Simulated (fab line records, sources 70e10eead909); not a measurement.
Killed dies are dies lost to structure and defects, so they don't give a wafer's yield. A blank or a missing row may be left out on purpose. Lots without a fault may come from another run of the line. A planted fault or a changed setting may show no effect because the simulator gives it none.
Chamber matching | flow nand_harc | NHARC_A_BLC_CMP_25 on cmp-02: 4 sister chambers
The step polishes, t overpolish 30 s, target thk 150 nm. 4 wafers are shown with their chamber, then 11 later ones without.

WAFERS WITH THEIR CHAMBER
wafer  | chamber | motor_current_A (A)
L608.1 | 3       | 10.9
L608.2 | 2       | 11.1
L608.3 | 0       | 12.6
L610.1 | 1       | 12.6

WAFERS WITHOUT THEIR CHAMBER
wafer  | motor_current_A (A)
L610.2 | 10.7
L610.4 | 12.1
L609.4 | 11.4
L609.5 | 10.4
L609.6 | 12.1
L611.3 | 12.5
L611.4 | 12.9
L611.5 | 12.2
L612.4 | 11.1
L612.5 | 11.2
L612.6 | 12.8

WHICH CHAMBER EACH WENT THROUGH
wafer  | from the rows above          | in truth
L610.2 | can't be placed: 3 or 2      | 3
L610.4 | can't be placed: 0 or 1 or 2 | 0
L609.4 | can't be placed: 2 or 3      | 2
L609.5 | can't be placed: 3 or 2      | 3
L609.6 | can't be placed: 0 or 1 or 2 | 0
L611.3 | can't be placed: 0 or 1      | 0
L611.4 | can't be placed: 0 or 1      | 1
L611.5 | can't be placed: 0 or 1      | 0
L612.4 | can't be placed: 2 or 3      | 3
L612.5 | can't be placed: 2 or 3      | 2
L612.6 | can't be placed: 0 or 1      | 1
Placed correctly: 0 of 11. Can't be placed from these rows: 11 (the true chamber is among the candidates in 11). Placed wrongly: 0.
How it was worked out, from the rows above alone: a wafer's distance from a chamber is the root of the sum, over the readings, of the square of ((its reading less the chamber's mean) divided by the reading's scatter). The wafer belongs to the nearest chamber; if the next one is less than 2 further off, it can't be placed. A chamber's mean is the mean of its shown wafers. The scatter: with one shown wafer a chamber, the root of the mean of the squares of how far each hidden wafer lies from its nearest shown one.
